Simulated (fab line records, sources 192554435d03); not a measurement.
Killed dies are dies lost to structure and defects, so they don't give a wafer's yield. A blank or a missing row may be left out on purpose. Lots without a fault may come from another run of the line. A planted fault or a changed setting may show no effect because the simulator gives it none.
A struck lot beside a sound one | flow n5_finfet | 35 steps out of a route of 1938
Sound: wafers L724.3, L724.4, L724.5. Struck: wafers L743.3, L743.4, L743.5. The cause comes at the end.
At each step with rows: each side's tool, then ch and its chambers, then its first start. Under that, the readings that differ: sound wafers | struck wafers | difference of the means | sigmas: that difference in standard deviations of wafers without a fault.
alike: readings whose means differ by less than 2 such deviations, and words and numbers that are the same on both sides. not compared: withheld readings, readings that some wafer has no value for, bounds like >300 that may hide the same value, and numbers for which the record gives no deviation and whose values overlap.
The two part at a step that has a row with sigmas, a row that says differs or no value, or rows on one side only. Numbers that don't overlap but have no deviation are shown without sigmas and don't part them. A reading that every wafer of one side lacks parts them only if that side has two wafers or more.

first, 8 steps without rows for these wafers: N5_BEOL_M15_DEVELOP_27 (develop time 45 s); N5_BEOL_M15_HARDBAKE_32 (time 120 s); N5_BEOL_M15_DESCUM_33 (chemistry O2, time 7.9 s); N5_BEOL_M15_ETCH_61 (etches BARC in N2/H2, target depth 89 nm, overetch 26.7 nm, time 67.9 s); N5_BEOL_M15_TRENCH_ETCH_34 (etches SiO2 in C4F8/O2/Ar, target depth 872.93 nm, time 199 s); N5_BEOL_M15_STRIP_36 (strips in O2); N5_BEOL_M15_STRIP_62 (strips in O2); N5_BEOL_M15_STRIP_37 (strips in O2).
N5_BEOL_M15_ETCH_38: etches SiCN in CF4/N2, target depth 106.4 nm, time 120.5 s.
  sound on rie_diel-03 ch 0,1,2, day 12 02:07; struck on rie_diel-03 ch 0,1,2, day 17 05:20
  alike: bias_w, cf4_flow_sccm, drypump_motor_current_A, oes_product_au, rf_vpp_V, showerhead_plenum_p_Torr, throttle_valve_pct
  not compared: rf_hours_counter_h
then, 25 steps without rows for these wafers: N5_BEOL_M15_PRECLEAN_39 (cleans in residue remover, time 60 s); N5_BEOL_M15_SRD_40 (time 30 s, dry time 30 s); N5_BEOL_M15_DEGAS_41 (time 60 s); N5_BEOL_M15_PRE_CLEAN_42 (time 30 s); N5_BEOL_M15_SPUTTER_43 (material TaN, target thk 15 nm, time 24.19 s); N5_BEOL_M15_SPUTTER_44 (material Ta, target thk 15 nm, time 24.19 s); N5_BEOL_M15_SPUTTER_45 (material Cu, target thk 100 nm, time 16.67 s); N5_BEOL_M15_ECD_47 (material Cu, target thk 1860 nm); N5_BEOL_M15_ANNEAL_48 (time 90 s); N5_BEOL_M15_CMP_49 (polishes, stops on SiO2, t overpolish 4.9 s, target thk 850 nm); N5_BEOL_M15_PRE_CLEAN_52 (time 15 s); N5_BEOL_M15_DEP_53 (deposits SiCN from 3MS/NH3, target thk 50 nm, time 17.8 s); N5_PASSIVATION_PECVD_00 (deposits SiO2 from SiH4/N2O, target thk 200 nm, time 11.2 s); N5_MIM_BOT_DEGAS_01 (time 60 s); N5_MIM_BOT_SPUTTER_00 (material TiN, target thk 35 nm, time 89.7 s); N5_MIM_TOP_ALD_00 (deposits Al2O3, purge time 3 s, co reactant pulse time 3 s); N5_MIM_TOP_ALD_01 (deposits HfO2, target thk 5.6 nm, pulse time 1 s, purge time 3 s); N5_MIM_TOP_ALD_02 (deposits Al2O3, purge time 3 s, co reactant pulse time 3 s); N5_MIM_TOP_DEGAS_04 (time 60 s); N5_MIM_TOP_SPUTTER_03 (material TiN, target thk 35 nm, time 89.7 s); N5_MIM_TOP_LITHO_HMDS_01 (time 60 s); N5_MIM_TOP_LITHO_COAT_02; N5_MIM_TOP_LITHO_EBR_04; N5_MIM_TOP_LITHO_SOFTBAKE_03 (time 90 s); N5_MIM_TOP_LITHO_EXPOSE_05 (exposes mask MIM TOP, target cd 2000 nm).
N5_PASSIVATION_PROBE_49:
  the record has rows for the struck wafers here (prober-02, day 17 21:28) and none for the sound ones

WHERE THEY PART
Only at N5_PASSIVATION_PROBE_49, within this record.

WHY: what the simulator had put in
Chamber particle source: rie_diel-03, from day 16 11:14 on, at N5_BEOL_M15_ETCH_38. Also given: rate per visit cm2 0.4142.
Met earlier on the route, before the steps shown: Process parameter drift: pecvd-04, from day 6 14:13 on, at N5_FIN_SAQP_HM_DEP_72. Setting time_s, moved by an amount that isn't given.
